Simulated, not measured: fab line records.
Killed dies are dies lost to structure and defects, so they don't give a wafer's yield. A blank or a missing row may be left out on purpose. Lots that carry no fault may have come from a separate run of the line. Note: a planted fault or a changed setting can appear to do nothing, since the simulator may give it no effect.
Which tool was responsible? | flow n5 finfet | 11 lots with 33 wafers sampled at 4 steps, on a route of 1938 steps

## WHAT THE GAUGES SHOWED, per wafer
N5_PASSIVATION_CD_MEAS_44: target cd 40000 nm. Usual: cd nm reads 40000 nm (standard deviation 4.7).
lot  | measured     | on        | cd nm (nm)        | flag
L100 | day 12 16:14 | cd sem-03 | 39998 39996 39999 |
L101 | day 12 10:32 | cd sem-03 | 40000 40002 40000 |
L102 | day 13 09:07 | cd sem-02 | 40002 40001 40006 |
L103 | day 12 16:18 | cd sem-01 | 40002 40008 40001 |
L104 | day 12 20:48 | cd sem-03 | 40002 39988 39989 |
L107 | day 13 16:22 | cd sem-03 | 40002 39997 40001 |
L111 | day 15 02:14 | cd sem-01 | 40001 40008 39993 |
L117 | day 16 04:38 | cd sem-02 | 39999 39994 39998 |
L120 | day 17 10:04 | cd sem-02 | 39995 40007 39995 |
L121 | day 17 05:09 | cd sem-01 | 40007 40010 40003 |
L123 | day 17 15:29 | cd sem-02 | 39988 39995 39995 |

## EACH LOT AND THE TOOL THAT RAN IT (in order: tool; ch and the chambers of the sampled wafers; start)
lot  | N5_MOL_CONTACT_COAG_ETCH_67        | N5_PASSIVATION_PECVD_01         | N5_PASSIVATION_PECVD_35
L100 | rie diel-03 ch 0,2,3, day 5 03:51  | pecvd-02 ch 0,1,2, day 12 10:08 | pecvd-03 ch 0,1,2, day 12 15:41
L101 | rie diel-01 ch 0,2,3, day 5 14:58  | pecvd-04 ch 0,2, day 12 06:04   | pecvd-01 ch 0,2, day 12 10:06
L102 | rie diel-03 ch 0,1,3, day 5 17:04  | pecvd-03 ch 0,1,2, day 13 02:35 | pecvd-02 ch 0,2, day 13 08:37
L103 | rie diel-05 ch 1,3, day 5 22:21    | pecvd-04 ch 0,1,2, day 12 10:45 | pecvd-02 ch 0,1, day 12 15:52
L104 | rie diel-03 ch 0,2,3, day 6 05:18  | pecvd-03 ch 0,1,2, day 12 16:11 | pecvd-03 ch 0,1,2, day 12 20:14
L107 | rie diel-05 ch 1,2,3, day 6 21:17  | pecvd-03 ch 1,2, day 13 11:12   | pecvd-01 ch 0,1, day 13 15:55
L111 | rie diel-03 ch 1,2,3, day 8 01:56  | pecvd-04 ch 0,1,2, day 14 20:12 | pecvd-03 ch 0,1,2, day 15 01:51
L117 | rie diel-05 ch 0,1,2, day 9 14:08  | pecvd-02 ch 1,2, day 15 23:11   | pecvd-01 ch 0,2, day 16 04:12
L120 | rie diel-01 ch 0,1,2, day 10 07:42 | pecvd-03 ch 0,1, day 17 02:21   | pecvd-01 ch 0,1,2, day 17 09:31
L121 | rie diel-01 ch 1,2,3, day 10 16:22 | pecvd-02 ch 0,2, day 17 01:19   | pecvd-02 ch 1,2, day 17 04:43
L123 | rie diel-05 ch 0,2,3, day 10 21:21 | pecvd-04 ch 0,2, day 17 10:19   | pecvd-03 ch 0,1,2, day 17 15:04
- N5_MOL_CONTACT_COAG_ETCH_67: etches SOC in N2/H2, target depth 60 nm, overetch 21 nm, time 101.2 s.
- N5_PASSIVATION_PECVD_01: deposits SiNx from SiH4/NH3/N2, target thk 200 nm, time 43.2 s.
- N5_PASSIVATION_PECVD_35: deposits SiNx from SiH4/NH3/N2, target thk 700 nm, time 151.3 s.

## AS READ BY THE TOOLS THEMSELVES (means over the sampled wafers that have a number; for cases with no such wafer, the mark the record gives instead)
N5_MOL_CONTACT_COAG_ETCH_67. Usual: chamber pressure mTorr 30.001 mTorr, standard deviation 0.029; drypump motor current A 5.8 A, standard deviation 0.46; oes product au 0.67 a.u., standard deviation 0.07; rf vpp V 523.8 V, standard deviation 2.4; showerhead plenum p Torr 2.54 Torr, standard deviation 0.082; throttle valve pct 17.8 %, standard deviation 0.3.
lot  | tool        | chamber pressure mTorr (mTorr) | drypump motor current A (A) | oes product au (a.u.) | rf vpp V (V) | showerhead plenum p Torr (Torr) | throttle valve pct (%) | flag
L100 | rie diel-03 | 29.986                         | 5.7                         | 0.69                  | 523.1        | 2.53                            | 17.8                   |
L101 | rie diel-01 | 30.030                         | 5.4                         | 0.68                  | 522.7        | 2.50                            | 17.8                   |
L102 | rie diel-03 | 29.996                         | 6.0                         | 0.70                  | 523.6        | 2.53                            | 17.7                   |
L103 | rie diel-05 | 29.986                         | 5.6                         | 0.62                  | 522.6        | 2.53                            | 18.0                   |
L104 | rie diel-03 | 29.997                         | 5.7                         | 0.68                  | 523.8        | 2.52                            | 17.8                   |
L107 | rie diel-05 | 30.006                         | 5.8                         | 0.61                  | 525.2        | 2.56                            | 18.1                   |
L111 | rie diel-03 | 30.019                         | 6.1                         | 0.73                  | 523.3        | 2.55                            | 17.7                   |
L117 | rie diel-05 | 29.989                         | 5.8                         | 0.62                  | 525.6        | 2.60                            | 17.9                   |
L120 | rie diel-01 | 29.984                         | 5.5                         | 0.66                  | 523.2        | 2.52                            | 17.8                   |
L121 | rie diel-01 | 30.023                         | 5.5                         | 0.66                  | 523.2        | 2.52                            | 17.9                   |
L123 | rie diel-05 | 30.014                         | 5.8                         | 0.61                  | 525.5        | 2.60                            | 17.9                   |

N5_PASSIVATION_PECVD_01. Usual: heater power outer w 175 W, standard deviation 61; heater power w 398 W, standard deviation 73; showerhead plenum p Torr 8.68 Torr, standard deviation 0.049; throttle valve pct 28.7 %, standard deviation 1.1.
lot  | tool     | heater power outer w (W) | heater power w (W) | showerhead plenum p Torr (Torr) | throttle valve pct (%) | flag
L100 | pecvd-02 | 132                      | 350                | 8.67                            | 29.4                   |
L101 | pecvd-04 | 236                      | 473                | 8.66                            | 28.8                   |
L102 | pecvd-03 | 151                      | 375                | 8.68                            | 27.8                   |
L103 | pecvd-04 | 230                      | 446                | 8.68                            | 28.9                   |
L104 | pecvd-03 | 189                      | 419                | 8.68                            | 27.7                   |
L107 | pecvd-03 | 199                      | 459                | 8.67                            | 27.8                   |
L111 | pecvd-04 | 185                      | 394                | 8.69                            | 29.0                   |
L117 | pecvd-02 | 116                      | 337                | 8.65                            | 28.7                   |
L120 | pecvd-03 | 208                      | 429                | 8.66                            | 28.2                   |
L121 | pecvd-02 | 180                      | 402                | 8.68                            | 29.6                   |
L123 | pecvd-04 | 244                      | 490                | 8.69                            | 28.8                   |

N5_PASSIVATION_PECVD_35. Usual: heater power outer w 146 W, standard deviation 64; heater power w 358 W, standard deviation 83; showerhead plenum p Torr 8.62 Torr, standard deviation 0.075; throttle valve pct 29.4 %, standard deviation 1.7.
lot  | tool     | heater power outer w (W) | heater power w (W) | showerhead plenum p Torr (Torr) | throttle valve pct (%) | flag
L100 | pecvd-03 | 129                      | 341                | 8.66                            | 27.8                   |
L101 | pecvd-01 | 182                      | 389                | 8.59                            | 28.5                   |
L102 | pecvd-02 | 196                      | 420                | 8.68                            | 29.4                   |
L103 | pecvd-02 | 169                      | 409                | 8.69                            | 30.6                   |
L104 | pecvd-03 | 172                      | 405                | 8.69                            | 27.9                   |
L107 | pecvd-01 | 203                      | 415                | 8.56                            | 29.8                   |
L111 | pecvd-03 | 168                      | 399                | 8.68                            | 27.9                   |
L117 | pecvd-01 | 166                      | 372                | 8.60                            | 28.8                   |
L120 | pecvd-01 | 154                      | 362                | 8.55                            | 29.8                   |
L121 | pecvd-02 | 53                       | 255                | 8.63                            | 28.7                   |
L123 | pecvd-03 | 159                      | 380                | 8.69                            | 27.8                   |

## THE ANSWER, worked out from the rows above alone
Rule: take the mean of a lot's wafers that have a number; if it is more than 3 standard deviations from the usual mean, the lot is off. A lot without any number at a reading at which 4 lots or more have one is off too. All remaining lots with rows at the step are treated as sound. The gauges are gone through in route order, then the tools' own readings, and for those a lot's mean is taken as printed above. The first step at which some lot is off is used, and at that step the reading that is off furthest; a lot without a number counts as furthest.
None of the lots is off at any reading shown; this tells nothing.

## WHAT THE SIMULATOR HAD PUT IN
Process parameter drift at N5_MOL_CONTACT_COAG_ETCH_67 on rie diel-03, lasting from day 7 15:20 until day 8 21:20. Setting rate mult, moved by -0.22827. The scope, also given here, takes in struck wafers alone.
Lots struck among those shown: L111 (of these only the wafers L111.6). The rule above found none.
